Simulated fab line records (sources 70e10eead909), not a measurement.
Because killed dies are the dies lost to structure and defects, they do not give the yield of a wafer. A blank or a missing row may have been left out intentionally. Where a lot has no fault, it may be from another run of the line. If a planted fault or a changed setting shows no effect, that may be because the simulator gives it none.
Comparing a struck lot with a sound one + flow nand_harc + 17 steps out of a route of 1302
Sound: wafers L243.1, L243.4, L243.5. Wafers struck: L252.1, L252.2, L252.4. The cause comes at the end.
At each step with rows: each side's tool, then ch and its chambers, then its first start. Under that, the readings that differ: sound wafers + struck wafers + difference of the means + sigmas: that difference in standard deviations of wafers without a fault.
alike: readings with means less than 2 such deviations apart, plus words and numbers identical on both sides. not compared: withheld readings, readings lacking a value on some wafer, bounds such as >300 that could conceal the same value, and numbers that have no deviation in the record and whose values overlap.
Wherever a step has rows on one side only, a row that says differs or no value, or a row with sigmas, the two part there. Numbers that have no deviation but don't overlap get no sigmas and don't part them. A reading missing from all wafers of one side parts the sides only when that side holds two or more wafers.

NHARC_A_STAIRCASE_CMP_472: polishes SiO2.
  sound on cmp-02 ch 0,1,2, day 20 15:29; struck on cmp-01 ch 0,1,3, day 23 18:17
  alike: motor_current_A, retaining_ring_pressure_frac
next, for these wafers, 1 step has no rows: NHARC_A_STAIRCASE_SRD_474.
NHARC_A_STAIRCASE_INSPECT_155:
  sound: defect_inspect-01 at day 20 15:50; struck: defect_inspect-02 at day 23 18:38
  alike: raw_defect_count
NHARC_A_SGD_CUT_DEP_00: deposits SiNx, target thk 50 nm.
  sound on pecvd-01 ch 0,2, day 20 15:55; struck on pecvd-01 ch 0,1,2, day 23 18:42
  alike: heater_power_w
  not compared: since_wet_clean_h
then, 7 steps without rows for these wafers: NHARC_A_SGD_CUT_DEHYDRATE_01 (time 120 s); NHARC_A_SGD_CUT_HMDS_02 (time 30 s); NHARC_A_SGD_CUT_COAT_56 (time 75 s); NHARC_A_SGD_CUT_COAT_57 (time 65 s); NHARC_A_SGD_CUT_COAT_03 (resist thk 90 nm); NHARC_A_SGD_CUT_SOFTBAKE_04 (time 55 s); NHARC_A_SGD_CUT_EBR_05.
NHARC_A_SGD_CUT_EXPOSE_06: exposes mask SGD.
  sound on arfi_scanner-02 ch 0, day 20 16:29; struck on arfi_scanner-03 ch 0, day 23 19:17
| reading              | sound             | struck            | difference | sigmas |
|----------------------|-------------------|-------------------|------------|--------|
| exposure_dose_mJ_cm2 | 85.45 85.56 85.42 | 88.33 88.31 88.34 | +2.85      | +32    |
  alike: mask
then, 2 steps without rows for these wafers: NHARC_A_SGD_CUT_PEB_07 (peb time 65 s); NHARC_A_SGD_CUT_DEVELOP_08 (develop time 35 s).
NHARC_A_SGD_CUT_CD_MEAS_09 targets a cd of 100 nm.
  sound on cd_sem-03 ch 0, day 20 16:37; struck on cd_sem-03 ch 0
| reading    | sound             | struck            | difference | sigmas |
|------------|-------------------|-------------------|------------|--------|
| cd_nm (nm) | 100.2 101.2 100.3 | 102.5 102.2 102.6 | +1.9       | +3     |
  not compared: hold
NHARC_A_SGD_CUT_OVL_MEAS_10:
  sound: overlay-02 at day 20 16:43; struck: overlay-02 at day 23 22:04
| reading | sound | struck                                                                     | difference                   | sigmas |
|---------|-------|----------------------------------------------------------------------------|------------------------------|--------|
| hold    | - - - | await_dispo/2.4h/release await_dispo/2.4h/release await_dispo/2.4h/release | no value on the sound wafers |        |
  alike: overlay_x_nm, overlay_y_nm
next, for these wafers, 1 step has no rows: NHARC_END_SORT_01.

## WHERE THEY PART
At NHARC_A_SGD_CUT_EXPOSE_06 first; at NHARC_A_SGD_CUT_OVL_MEAS_10 last (within this record only).

WHY: what had been put in by the simulator
Process parameter drift: arfi_scanner-03, from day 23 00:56 on, at NHARC_A_SGD_CUT_EXPOSE_06. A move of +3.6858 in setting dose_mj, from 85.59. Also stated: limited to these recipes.
